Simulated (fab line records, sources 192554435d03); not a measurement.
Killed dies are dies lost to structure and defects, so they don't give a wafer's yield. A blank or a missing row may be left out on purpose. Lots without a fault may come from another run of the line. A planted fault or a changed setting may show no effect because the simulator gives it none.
One fault seen from 2 desks | flow n5_finfet | each desk has only its own numbers; what lay behind them comes last

THE TOOL OWNER'S DESK: cvd_co-02
The tool's own readings at N5_BEOL_M3_CVD_47 (deposits Co from CCTBA/H2, target thk 3 nm, time 223.8 s): means of the sampled wafers that have a number, for each lot that ran on this tool. A lot is out of limits, marked OUT, if its mean lies more than 4 standard deviations from the usual mean; the brackets give that distance.
Columns: A = run_length_s at N5_BEOL_M3_CVD_47, usual 246.7 s
lot  | first seen here | A
L854 | day 8 21:37     | 247.3
L858 | day 11 18:01    | 132.2 (-99 or more) OUT
L859 | day 11 22:07    | 132.1 (-99 or more) OUT
This desk's finding: out of limits on L858, L859; first on L858, day 11 18:01 (run_length_s at N5_BEOL_M3_CVD_47). In limits: L854.

THE METROLOGY DESK
What the gauges read, lot by lot, whatever tool the lot ran on: means of the sampled wafers that have a number. A lot is out of limits, marked OUT, if its mean lies more than 4 standard deviations from the usual mean; the brackets give that distance. Of its 12 readings 7 are shown: those that lie furthest out on some lot.
Columns: A = DIBL_N at N5_BEOL_M4_RC_MEAS_101, usual 36.5 mV/V; B = DIBL_P at N5_BEOL_M4_RC_MEAS_101, usual 36.4 mV/V; C = IOFF_N at N5_BEOL_M4_RC_MEAS_101, usual 0.17 nA/um; D = SS_N at N5_BEOL_M4_RC_MEAS_101, usual 71.7 mV/dec; E = SS_P at N5_BEOL_M4_RC_MEAS_101, usual 73.4 mV/dec; F = VT_N at N5_BEOL_M4_RC_MEAS_101, usual 249 mV; G = VT_P at N5_BEOL_M4_RC_MEAS_101, usual -251 mV
lot  | first seen here | A    | B    | C    | D    | E    | F   | G
L848 | day 8 01:02     | 39.0 | 38.8 | 0.20 | 71.4 | 74.0 | 245 | -247
L854 | day 8 20:48     | 36.3 | 35.8 | 0.17 | 71.7 | 73.4 | 248 | -249
L858 | day 11 16:03    | 35.6 | 35.1 | 0.13 | 71.6 | 72.4 | 254 | -254
L859 | day 11 20:38    | 36.9 | 35.6 | 0.14 | 71.4 | 73.1 | 251 | -254
L866 | day 12 11:01    | 38.4 | 40.5 | 0.22 | 73.0 | 74.0 | 246 | -249
L870 | day 14 13:59    | 35.0 | 33.3 | 0.15 | 71.3 | 73.6 | 251 | -252
This desk's finding: nothing out of limits on any of the 6 lots.

PUT TOGETHER
The tool owner's desk could have raised an alarm at day 11 18:01, on L858, L859.
The metrology desk saw nothing out of limits.
The metrology desk has L858, L859 on record, within its limits.
Of the lots named, all ran N5_BEOL_M3_CVD_47 on cvd_co-02.

WHAT THE SIMULATOR HAD PUT IN
Process parameter drift: cvd_co-02, from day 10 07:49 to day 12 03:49, at N5_BEOL_M3_CVD_47. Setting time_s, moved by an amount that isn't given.
Lots struck among those shown: L858, L859.
Hours from the fault's start to each desk's first reading out of limits: the tool owner's desk, 34.
